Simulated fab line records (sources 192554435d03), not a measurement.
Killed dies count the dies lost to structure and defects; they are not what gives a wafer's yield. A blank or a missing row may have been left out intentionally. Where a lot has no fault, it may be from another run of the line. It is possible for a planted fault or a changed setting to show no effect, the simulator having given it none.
A struck lot beside a sound one :: flow n5 finfet :: 15 steps out of a route of 1938
Sound: the wafers L582.1, L582.2, L582.4. Struck: wafer L591.4 (left out: L591.6, a lot-mate that was not struck); the cause follows at the end.
Each step with rows lists, per side, the tool, then ch with its chambers, then its first start. Under that, the readings that differ: sound wafers :: struck wafers :: difference of the means :: sigmas: that difference in standard deviations of wafers without a fault.
alike: a reading whose means differ by less than 2 such deviations, as well as words and numbers matching on both sides. not compared: withheld readings; readings where some wafer has no value; bounds like >300 that might hide an equal value; numbers whose values overlap and for which the record gives no deviation.
The two part at a step that has a row with sigmas, a row that says differs or no value, or rows on one side only. Numbers that don't overlap but have no deviation are shown without sigmas and don't part them. A reading missing from all wafers of one side parts the sides only when that side holds two or more wafers.

first, 1 step without rows for these wafers: N5_BEOL_M11_STRIP_77 (strips in N2/H2, time 10 s).
N5_BEOL_M11_OCD_MEAS_38:
  sound: ocd-01 at day 12 23:22; struck: ocd-02 at day 16 11:45
  alike: trench depth nm
then, 4 steps without rows for these wafers: N5_BEOL_M11_HM_STRIP_39 (strips TiN in peroxide tin strip, target depth 25 nm, time 158 s); N5_BEOL_M11_SRD_40 (time 30 s); N5_BEOL_M11_PRECLEAN_42 (cleans in residue remover, time 60 s); N5_BEOL_M11_SRD_43 (time 30 s).
N5_BEOL_M11_CD_MEAS_35 targets a cd of 70 nm.
  sound: cd sem-02 at day 12 23:31; struck: cd sem-03 at day 16 11:55
  alike: cd nm
N5_BEOL_M11_CURE_72: cures SiCOH lowk, time 120 s.
  sound on uv cure-03 ch 0, day 12 23:34; struck on uv cure-03 ch 2, day 16 12:23
  alike: lamp power pct, wafer_temp_C_max
N5_BEOL_M11_DEGAS_44: time 60 s.
  sound: pvd sputter-01 at day 13 01:59; struck: pvd sputter-02 at day 16 12:35
  alike: heater power w
N5_BEOL_M11_PRE_CLEAN_45: time 30 s.
  sound: pvd sputter-01 at day 13 02:01; struck: pvd sputter-02 at day 16 12:38
  alike: heater power w
N5_BEOL_M11_ALD_74: deposits TaN, target thk 2 nm, pulse time 2 s, purge time 3 s.
  sound on ald metal-01 ch 1,2,3, day 13 02:05; struck on ald metal-04 ch 3, day 16 12:41
reading: heater power w (W)
sound: 439 437 446
struck: 364
difference: -77
sigmas: -3
  alike: precursor vessel carrier sccm
then, 1 step without rows for these wafers: N5_BEOL_M11_SURFACE_TREAT_76.
N5_BEOL_M11_CVD_75: deposits Co from CCTBA/H2, target thk 2 nm, time 138.9 s.
  sound on cvd co-01 ch 0,1,2, day 13 02:31; struck on cvd co-01 ch 0, day 16 13:10
reading: run length s (s)
sound: 161.1 161.8 162.2
struck: 160.0
difference: -1.7
sigmas: -4
N5_BEOL_M11_SPUTTER_48: material Cu, target thk 12 nm, time 2 s.
  sound: pvd sputter-01 at day 13 02:38; struck: pvd sputter-02 at day 16 13:19
reading: throttle valve pct (%)
sound: 28.2 30.1 29.4
struck: 32.7
difference: +3.5
sigmas: +2
  alike: bias v
N5_PASSIVATION_PROBE_49:
  only the struck wafers here have rows in the record (prober-01, day 18 08:56); the sound ones have none

WHERE THEY PART
Last at N5_PASSIVATION_PROBE_49 as far as this record goes, first at N5_BEOL_M11_ALD_74.

WHY: what had been put in by the simulator
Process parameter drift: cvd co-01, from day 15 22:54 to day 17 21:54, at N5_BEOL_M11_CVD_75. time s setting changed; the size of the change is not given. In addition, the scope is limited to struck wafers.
